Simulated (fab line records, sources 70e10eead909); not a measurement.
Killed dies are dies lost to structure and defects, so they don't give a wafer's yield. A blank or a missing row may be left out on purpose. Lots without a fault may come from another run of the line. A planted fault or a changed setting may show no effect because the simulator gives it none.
One fault seen from 2 desks | flow nand_harc | each desk has only its own numbers; what lay behind them comes last

THE METROLOGY DESK
What the gauges read, lot by lot, whatever tool the lot ran on: means of the sampled wafers that have a number. A lot is out of limits, marked OUT, if its mean lies more than 4 standard deviations from the usual mean; the brackets give that distance.
Columns: A = cd_nm at NHARC_P_ZERO_WELL_CD_MEAS_37, usual 720.3 nm; B = cd_nm at NHARC_P_STI_CD_MEAS_09, usual 199.4 nm; C = trench_depth_nm at NHARC_P_STI_OCD_MEAS_17, usual 302.2 nm; D = trench_foot_cd_nm at NHARC_P_STI_OCD_MEAS_17, usual 157.1 nm
lot  | first seen here | A     | B                | C     | D
L222 | day 1 16:15     | 718.8 | 197.0            | 299.0 | 155.0
L225 | day 2 10:07     | 721.4 | 200.7            | 300.4 | 159.1
L227 | day 2 22:13     | 721.6 | 198.9            | 301.5 | 156.7
L228 | day 3 03:59     | 720.7 | 198.2            | 304.2 | 155.7
L229 | day 3 10:01     | 720.2 | 198.5            | 306.0 | 155.4
L230 | day 3 16:08     | 719.6 | 200.1            | 301.3 | 158.3
L232 | day 4 04:07     | 719.4 | 196.2            | 303.7 | 153.7
L234 | day 4 16:20     | 721.2 | 200.8            | 302.8 | 158.3
L235 | day 4 22:05     | 718.3 | 199.0            | 303.3 | 157.0
L237 | day 5 10:16     | 720.1 | 202.5            | 299.8 | 160.3
L238 | day 5 15:58     | 719.4 | 202.1            | 300.6 | 159.9
L242 | day 6 16:28     | 722.0 | 192.2 (-4.0) OUT | 303.3 | 149.8
This desk's finding: out of limits on L242; first on L242, day 7 12:41 (cd_nm at NHARC_P_STI_CD_MEAS_09). In limits: L222, L225, L227, L228, L229, L230, L232, L234, L235, L237, L238.

THE DEFECT DESK
What the inspections along the route counted, lot by lot: means of the sampled wafers that have a number. A lot is out of limits, marked OUT, if its mean lies more than 4 standard deviations from the usual mean; the brackets give that distance.
Columns: A = raw_defect_count at NHARC_P_STI_INSPECT_11, usual 5.6
lot  | first seen here | A
L222 | day 2 09:52     | 4.3
L225 | day 3 03:42     | 5.3
L227 | day 3 18:08     | 8.3
L229 | day 4 01:47     | 9.7
L228 | day 4 01:57     | 3.3
L230 | day 4 11:17     | 5.7
L232 | day 5 00:13     | 4.7
L234 | day 5 11:13     | 6.0
L235 | day 5 18:50     | 5.7
L237 | day 6 01:51     | 5.7
L238 | day 6 14:18     | 4.7
L242 | day 7 12:49     | 5.0
This desk's finding: nothing out of limits on any of the 12 lots.

PUT TOGETHER
The metrology desk could have raised an alarm at day 7 12:41, on L242.
The defect desk saw nothing out of limits.
The defect desk has L242 on record, within its limits.
Of the lots named, all ran NHARC_P_STI_EXPOSE_06 on krf_scanner-02.

WHAT THE SIMULATOR HAD PUT IN
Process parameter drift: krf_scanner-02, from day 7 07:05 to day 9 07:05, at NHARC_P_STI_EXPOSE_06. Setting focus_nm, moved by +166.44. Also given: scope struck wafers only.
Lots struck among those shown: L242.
Hours from the fault's start to each desk's first reading out of limits: the metrology desk, 6.
